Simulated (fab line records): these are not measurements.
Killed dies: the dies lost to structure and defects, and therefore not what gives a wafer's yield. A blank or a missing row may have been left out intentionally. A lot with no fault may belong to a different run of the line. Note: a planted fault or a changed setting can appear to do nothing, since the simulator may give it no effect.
Matching of chambers + flow nand harc + ald metal-04 running NHARC_P_CONTACT_ALD_22: 4 sister chambers
The step deposits TiN, target thk 3 nm, pulse time 1 s, ald cycles 150. 8 wafers are shown with their chamber, then 10 later ones without.

## WAFERS PAIRED WITH THEIR CHAMBERS
| wafer  | chamber | heater power w (W) | precursor pulse height rel |
|--------|---------|--------------------|----------------------------|
| L083.1 | 0       | 1225               | 1.020                      |
| L083.2 | 2       | 1245               | 1.015                      |
| L081.2 | 1       | 1245               | 0.990                      |
| L081.3 | 0       | 1233               | 1.011                      |
| L085.2 | 2       | 1305               | 1.017                      |
| L085.6 | 3       | 1117               | 1.013                      |
| L088.1 | 1       | 1272               | 0.982                      |
| L088.2 | 3       | 1135               | 0.987                      |

## WAFERS MISSING THEIR CHAMBER
| wafer  | heater power w (W) | precursor pulse height rel |
|--------|--------------------|----------------------------|
| L088.4 | 1217               | 1.010                      |
| L089.1 | 1227               | 1.038                      |
| L089.2 | 1323               | 0.988                      |
| L089.5 | 1147               | 0.973                      |
| L095.2 | 1190               | 1.031                      |
| L095.4 | 1223               | 0.985                      |
| L095.5 | 1222               | 0.984                      |
| L097.3 | 1208               | 1.017                      |
| L097.4 | 1122               | 1.022                      |
| L097.6 | 1133               | 1.019                      |

## CHAMBER TAKEN BY EACH
| wafer  | from the rows above          | in truth |
|--------|------------------------------|----------|
| L088.4 | can't be placed: 0 or 2      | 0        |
| L089.1 | can't be placed: 0 or 2      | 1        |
| L089.2 | can't be placed: 1 or 2      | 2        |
| L089.5 | can't be placed: 3 or 1      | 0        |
| L095.2 | can't be placed: 0 or 2 or 3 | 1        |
| L095.4 | can't be placed: 1 or 0      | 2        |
| L095.5 | can't be placed: 1 or 0      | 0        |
| L097.3 | can't be placed: 0 or 2      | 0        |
| L097.4 | 3                            | 3        |
| L097.6 | 3                            | 3        |
Correct placement for 2 of the 10. Not placeable from these rows: 8 (in 4, the candidates include the true chamber). Placed wrongly: 0.
How it was worked out, from the rows above alone: a wafer's distance from a chamber is the root of the sum, over the readings, of the square of ((its reading less the chamber's mean) divided by the reading's scatter). If the next closest chamber is less than 2 further off than the closest, the wafer can't be placed; otherwise it belongs to the closest. Each chamber's mean is taken over the wafers shown for it. How the scatter is found: for the shown wafers, subtract from each reading the mean of its chamber, square and add these, divide the total by (wafers less chambers), then take the root.
